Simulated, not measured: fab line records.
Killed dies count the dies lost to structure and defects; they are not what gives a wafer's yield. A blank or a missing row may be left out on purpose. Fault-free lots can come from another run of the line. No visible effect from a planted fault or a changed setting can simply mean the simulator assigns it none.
Chamber matching	flow n5Finfet	N5_BEOL_M8_VIA_ETCH_34 on rieDiel-05: 4 sister chambers
The step etches SiCOH lowk in C4F6/O2, target depth 125.5 nm, time 50.5 s. 14 wafers are shown with their chamber, then 7 later ones without.

## WAFERS PAIRED WITH THEIR CHAMBERS
wafer	chamber	showerheadPlenumPTorr (Torr)	throttleValvePct (%)	drypumpMotorCurrentA (A)
L077.1	1	2.83	21.21	6.2
L077.4	1	2.83	21.24	6.2
L077.5	0	2.70	20.76	5.1
L082.2	2	2.95	20.89	5.2
L082.4	0	2.70	20.78	5.1
L082.5	3	3.06	20.55	5.5
L086.2	1	2.82	21.23	6.2
L086.4	2	2.94	20.90	5.3
L086.6	0	2.69	20.80	5.2
L093.3	2	2.93	20.91	5.3
L093.4	2	2.93	20.91	5.3
L093.6	3	3.04	20.60	5.4
L092.1	2	2.93	20.92	5.3
L092.3	1	2.81	21.25	6.2

SIGNATURES (means of the wafers above)
reading	chamber 0	chamber 1	chamber 2	chamber 3	scatter within a chamber
showerheadPlenumPTorr	2.6967	2.8225	2.9360	3.0500	0.00928
throttleValvePct	20.7800	21.2325	20.9060	20.5750	0.0186
drypumpMotorCurrentA	5.133	6.200	5.280	5.450	0.0443
Rule: distance of a wafer from a chamber = root of the sum over the readings of ((wafer's reading minus chamber's mean) / reading's scatter) squared. If the next closest chamber is less than 2 further off than the closest, the wafer can't be placed; otherwise it belongs to the closest. The scatter is the square root of a quotient: the sum, over the shown wafers, of each reading's squared deviation from its chamber's mean, divided by wafers minus chambers.

## WAFERS WHOSE CHAMBER IS MISSING
wafer	showerheadPlenumPTorr (Torr)	throttleValvePct (%)	drypumpMotorCurrentA (A)
L092.5	2.81	21.26	6.1
L090.1	2.81	21.25	6.2
L090.3	3.04	20.60	5.4
L090.5	2.81	21.24	6.2
L096.2	3.02	20.50	5.2
L096.3	2.93	20.92	5.3
L096.4	3.04	20.61	5.5

## THE CHAMBER EACH PASSED THROUGH
wafer	from the rows above	in truth
L092.5	1	1
L090.1	1	1
L090.3	3	3
L090.5	1	1
L096.2	3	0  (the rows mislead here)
L096.3	2	2
L096.4	3	3
Placed correctly: 6 of 7. Number that these rows cannot place: 0. 1 placed wrongly.
